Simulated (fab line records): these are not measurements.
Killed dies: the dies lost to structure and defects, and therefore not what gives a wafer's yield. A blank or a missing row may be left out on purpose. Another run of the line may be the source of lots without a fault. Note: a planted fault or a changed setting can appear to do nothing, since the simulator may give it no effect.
One fault seen from 2 desks + flow nandHarc + only its own numbers are on each desk; what lay behind them is given at the end

THE DEFECT DESK
Per lot, the means of the sampled wafers with a number show what the inspections along the route counted. If a lot's mean is further than 4 standard deviations from the usual mean, the lot is out of limits and carries the mark OUT (the distance appears in the brackets).
Columns: A = rawDefectCount at NHARC_P_GATE_INSPECT_68, usual 230
| lot  | first seen here | A              |
|------|-----------------|----------------|
| L526 | day 5 11:05     | 259            |
| L527 | day 5 11:46     | 237            |
| L528 | day 5 23:05     | 178            |
| L532 | day 7 03:58     | 142            |
| L533 | day 7 04:18     | 260            |
| L536 | day 7 16:15     | 662 (+4.4) OUT |
| L535 | day 7 16:36     | 657 (+4.4) OUT |
| L544 | day 9 16:53     | 188            |
| L545 | day 10 02:59    | 193            |
| L548 | day 10 20:16    | 173            |
| L547 | day 10 21:01    | 235            |
| L549 | day 11 00:54    | 308            |
This desk finds L535, L536 out of limits, L536 being first, at day 7 16:15 (rawDefectCount at NHARC_P_GATE_INSPECT_68). L526, L527, L528, L532, L533, L544, L545, L548, L547, L549: within limits.

TOOL OWNER'S DESK, rieDiel-03
The tool's own readings at NHARC_P_GATE_ETCH_114 (etches the open film in CF4/O2, target depth 30 nm, overetch 3 nm, time 16.5 s): means of the sampled wafers that have a number, for each lot that ran on this tool. If a lot's mean is further than 4 standard deviations from the usual mean, the lot is out of limits and carries the mark OUT (the distance appears in the brackets).
Columns: A = drypumpMotorCurrentA at NHARC_P_GATE_ETCH_114, usual 5.5 A; B = oesProductAu at NHARC_P_GATE_ETCH_114, usual 1.005 a.u.; C = rfVppV at NHARC_P_GATE_ETCH_114, usual 197.8 V; D = showerheadPlenumPTorr at NHARC_P_GATE_ETCH_114, usual 1.33 Torr; E = throttleValvePct at NHARC_P_GATE_ETCH_114, usual 13.399 %
| lot  | first seen here | A   | B     | C     | D    | E      |
|------|-----------------|-----|-------|-------|------|--------|
| L526 | day 4 16:00     | 5.4 | 0.998 | 198.3 | 1.34 | 13.396 |
| L527 | day 4 16:00     | 5.5 | 1.000 | 197.6 | 1.34 | 13.395 |
| L532 | day 6 09:00     | 5.6 | 1.002 | 198.4 | 1.38 | 13.396 |
| L535 | day 6 22:00     | 5.7 | 1.000 | 199.2 | 1.38 | 13.411 |
| L536 | day 6 22:00     | 5.4 | 1.010 | 199.1 | 1.40 | 13.392 |
Finding of this desk: none of the 5 lots has anything out of limits.

ALL TOGETHER
The defect desk could have raised an alarm at day 7 16:15, on L535, L536.
The tool owner's desk saw nothing out of limits.
Tool owner's desk: L535, L536 on record, inside its limits.
Of the lots named, all ran NHARC_P_GATE_ETCH_114 on rieDiel-03.

WHAT THE SIMULATOR PUT IN
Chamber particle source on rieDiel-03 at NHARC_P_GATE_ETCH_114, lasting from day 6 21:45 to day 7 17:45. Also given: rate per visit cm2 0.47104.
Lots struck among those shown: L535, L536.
Hours from the fault's start to each desk's first reading out of limits: the defect desk, 18.
